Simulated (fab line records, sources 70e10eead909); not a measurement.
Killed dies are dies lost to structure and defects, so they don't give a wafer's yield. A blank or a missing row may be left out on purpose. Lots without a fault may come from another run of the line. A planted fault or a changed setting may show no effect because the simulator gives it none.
Which tool did it? | flow nand_harc | 13 lots, 39 wafers sampled, at 6 steps of a route of 1302

WHAT THE GAUGES READ, wafer by wafer
NHARC_P_ZERO_WELL_CD_MEAS_37: target cd 720 nm. Usual: cd_nm 718.3 nm, standard deviation 2.2.
lot  | measured     | on        | cd_nm (nm)        | flag
L152 | day 1 23:58  | cd_sem-02 | 720.5 714.9 716.1 |
L154 | day 2 20:10  | cd_sem-03 | 716.9 713.7 717.1 |
L156 | day 3 16:19  | cd_sem-01 | 717.7 718.7 716.4 |
L157 | day 4 02:22  | cd_sem-03 | 720.7 720.1 719.0 |
L158 | day 4 11:59  | cd_sem-02 | - - -             | OFF
L160 | day 5 08:43  | cd_sem-02 | 721.0 715.1 718.8 |
L166 | day 7 20:21  | cd_sem-01 | 717.0 718.0 716.9 |
L169 | day 9 01:53  | cd_sem-03 | 718.6 716.5 720.4 |
L170 | day 9 12:29  | cd_sem-02 | 717.6 716.4 718.4 |
L172 | day 10 12:10 | cd_sem-01 | 717.3 718.6 719.3 |
L173 | day 10 18:26 | cd_sem-01 | 718.9 720.7 722.5 |
L174 | day 11 03:58 | cd_sem-01 | 719.0 715.5 714.4 |
L175 | day 11 14:23 | cd_sem-03 | 722.8 724.2 724.3 |

NHARC_P_STI_OVL_MEAS_10. Usual: overlay_x_nm -1 nm, standard deviation 6.1; overlay_y_nm 0 nm, standard deviation 5.8.
lot  | measured     | on         | overlay_x_nm (nm) | overlay_y_nm (nm) | flag
L152 | day 2 20:22  | overlay-01 | 6 6 6             | -11 -11 -11       |
L154 | day 3 16:52  | overlay-02 | 12 13 13          | -3 -2 -2          |
L156 | day 4 12:54  | overlay-02 | -4 -5 -5          | 2 2 2             |
L157 | day 4 22:41  | overlay-02 | 10 9 9            | 1 1 0             |
L160 | day 6 02:45  | overlay-01 | -7 -6 -7          | -2 -2 -2          |
L166 | day 8 16:29  | overlay-02 | -5 -5 -5          | -5 -4 -4          |
L169 | day 9 21:59  | overlay-01 | -8 -7 -7          | 4 3 3             |
L170 | day 10 06:37 | overlay-02 | 7 7 7             | 8 8 8             |
L172 | day 11 08:55 | overlay-02 | -8 -7 -7          | 3 5 3             |
L173 | day 11 14:53 | overlay-02 | -10 -11 -10       | -5 -6 -6          |
L174 | day 11 23:46 | overlay-02 | -2 -1 -1          | -7 -7 -7          |
L175 | day 12 09:16 | overlay-01 | 2 2 2             | -3 -3 -3          |

NHARC_P_STI_CD_MEAS_16. Usual: cd_nm 201 nm, standard deviation 3.5.
lot  | measured     | on        | cd_nm (nm)  | flag
L152 | day 2 20:58  | cd_sem-01 | 202 205 203 |
L154 | day 3 17:28  | cd_sem-01 | 201 200 203 |
L156 | day 4 13:31  | cd_sem-03 | 201 204 208 |
L157 | day 4 23:17  | cd_sem-01 | 205 206 198 |
L160 | day 6 03:51  | cd_sem-02 | 199 199 200 |
L166 | day 8 17:06  | cd_sem-03 | 207 200 202 |
L169 | day 9 22:35  | cd_sem-02 | 205 202 203 |
L170 | day 10 07:17 | cd_sem-03 | 197 203 199 |
L172 | day 11 09:32 | cd_sem-03 | 197 202 193 |
L173 | day 11 15:32 | cd_sem-02 | 202 199 202 |
L174 | day 12 00:22 | cd_sem-03 | 204 195 199 |
L175 | day 12 09:53 | cd_sem-02 | 200 199 199 |

NHARC_END_SORT_01. Usual: killed_at_array 59, standard deviation 21; killed_at_other 1.0, standard deviation 1.1; killed_at_periphery 4.0, standard deviation 2.6; killed_dies 64, standard deviation 21; killed_open 3.2, standard deviation 1.7; killed_short 2.5, standard deviation 1.5.
lot  | measured     | on        | killed_at_array | killed_at_other | killed_at_periphery | killed_dies | killed_open | killed_short | flag
L158 | day 27 14:42 | prober-01 | 58 62 50        | 0 0 0           | 619 615 627         | 677 677 677 | 5 2 3       | 1 2 3        | OFF

WHICH TOOL RAN EACH LOT (tool, then ch and the chambers of the sampled wafers, then the start)
lot  | NHARC_P_ZERO_WELL_EXPOSE_34       | NHARC_P_STI_DESCUM_14
L152 | krf_scanner-01 ch 0, day 1 23:49  | rie_diel-07 ch 1,2,3, day 2 20:32
L154 | krf_scanner-03 ch 0, day 2 20:01  | rie_diel-10 ch 0,1, day 3 17:03
L156 | krf_scanner-01 ch 0, day 3 16:10  | rie_diel-07 ch 0,1,3, day 4 13:05
L157 | krf_scanner-03 ch 0, day 4 02:13  | rie_diel-07 ch 0,2,3, day 4 22:52
L158 | krf_scanner-03 ch 0, day 4 11:50  | -
L160 | krf_scanner-03 ch 0, day 5 08:33  | rie_diel-10 ch 0,2,3, day 6 02:55
L166 | krf_scanner-03 ch 0, day 7 20:11  | rie_diel-10 ch 1,2,3, day 8 16:40
L169 | krf_scanner-01 ch 0, day 9 01:43  | rie_diel-07 ch 1,2,3, day 9 22:09
L170 | krf_scanner-03 ch 0, day 9 12:20  | rie_diel-10 ch 0,2, day 10 06:48
L172 | krf_scanner-03 ch 0, day 10 12:00 | rie_diel-07 ch 0,2,3, day 11 09:05
L173 | krf_scanner-01 ch 0, day 10 18:16 | rie_diel-07 ch 0,1,3, day 11 15:04
L174 | krf_scanner-01 ch 0, day 11 03:48 | rie_diel-10 ch 1,2,3, day 11 23:56
L175 | krf_scanner-01 ch 0, day 11 14:13 | rie_diel-07 ch 0,2,3, day 12 09:28
- NHARC_P_ZERO_WELL_EXPOSE_34: exposes mask P PWELL, target cd 720 nm.
- NHARC_P_STI_DESCUM_14: chemistry O2, time 3 s.

WHAT THE TOOLS THEMSELVES READ (means of the sampled wafers that have a number; where no wafer has one, the mark that the record gives instead)
NHARC_P_STI_DESCUM_14. Usual: drypump_motor_current_A 5.8 A, standard deviation 0.39; oes_product_au 1.000 a.u., standard deviation 0.012; rf_vpp_V 57.9 V, standard deviation 0.85; showerhead_plenum_p_Torr 1.92 Torr, standard deviation 0.063; throttle_valve_pct 11.311 %, standard deviation 0.0098.
lot  | tool        | drypump_motor_current_A (A) | oes_product_au (a.u.) | rf_vpp_V (V) | showerhead_plenum_p_Torr (Torr) | throttle_valve_pct (%) | flag
L152 | rie_diel-07 | 6.0                         | 0.995                 | 58.2         | 1.95                            | 11.310                 |
L154 | rie_diel-10 | 5.6                         | 1.006                 | 57.0         | 1.84                            | 11.317                 |
L156 | rie_diel-07 | 5.6                         | 0.999                 | 58.6         | 1.96                            | 11.310                 |
L157 | rie_diel-07 | 6.0                         | 1.004                 | 58.9         | 1.96                            | 11.317                 |
L160 | rie_diel-10 | 5.8                         | 1.008                 | 58.1         | 1.94                            | 11.316                 |
L166 | rie_diel-10 | 5.6                         | 1.008                 | 57.1         | 1.89                            | 11.308                 |
L169 | rie_diel-07 | 6.0                         | 0.998                 | 57.9         | 1.94                            | 11.308                 |
L170 | rie_diel-10 | 5.6                         | 1.000                 | 58.3         | 1.90                            | 11.317                 |
L172 | rie_diel-07 | 6.0                         | 0.990                 | 57.8         | 1.95                            | 11.316                 |
L173 | rie_diel-07 | 5.6                         | 0.990                 | 58.3         | 1.95                            | 11.316                 |
L174 | rie_diel-10 | 5.6                         | 0.991                 | 58.3         | 1.88                            | 11.319                 |
L175 | rie_diel-07 | 6.0                         | 0.983                 | 58.5         | 1.95                            | 11.317                 |

THE ANSWER, worked out from the rows above alone
Rule: a lot is off if the mean of its wafers that have a number lies more than 3 standard deviations from the usual mean. A lot without any number at a reading at which 4 lots or more have one is off too. The other lots that the step has rows for count as sound. The gauges are gone through in route order, then the tools' own readings, and for those a lot's mean is taken as printed above. The first step at which some lot is off is used, and at that step the reading that is off furthest; a lot without a number counts as furthest.
Off: L158, at NHARC_P_ZERO_WELL_CD_MEAS_37 (cd_nm). Without a number there: L158.
A tool fits if, at a process step before that reading, it ran every lot that is off, and no sound lot after the first of them. The gauges at NHARC_P_ZERO_WELL_CD_MEAS_37 aren't tried: what is off there is off at NHARC_END_SORT_01 too, on other tools, and a gauge's error can't cause that. None of those tried fits.

WHAT THE SIMULATOR HAD PUT IN
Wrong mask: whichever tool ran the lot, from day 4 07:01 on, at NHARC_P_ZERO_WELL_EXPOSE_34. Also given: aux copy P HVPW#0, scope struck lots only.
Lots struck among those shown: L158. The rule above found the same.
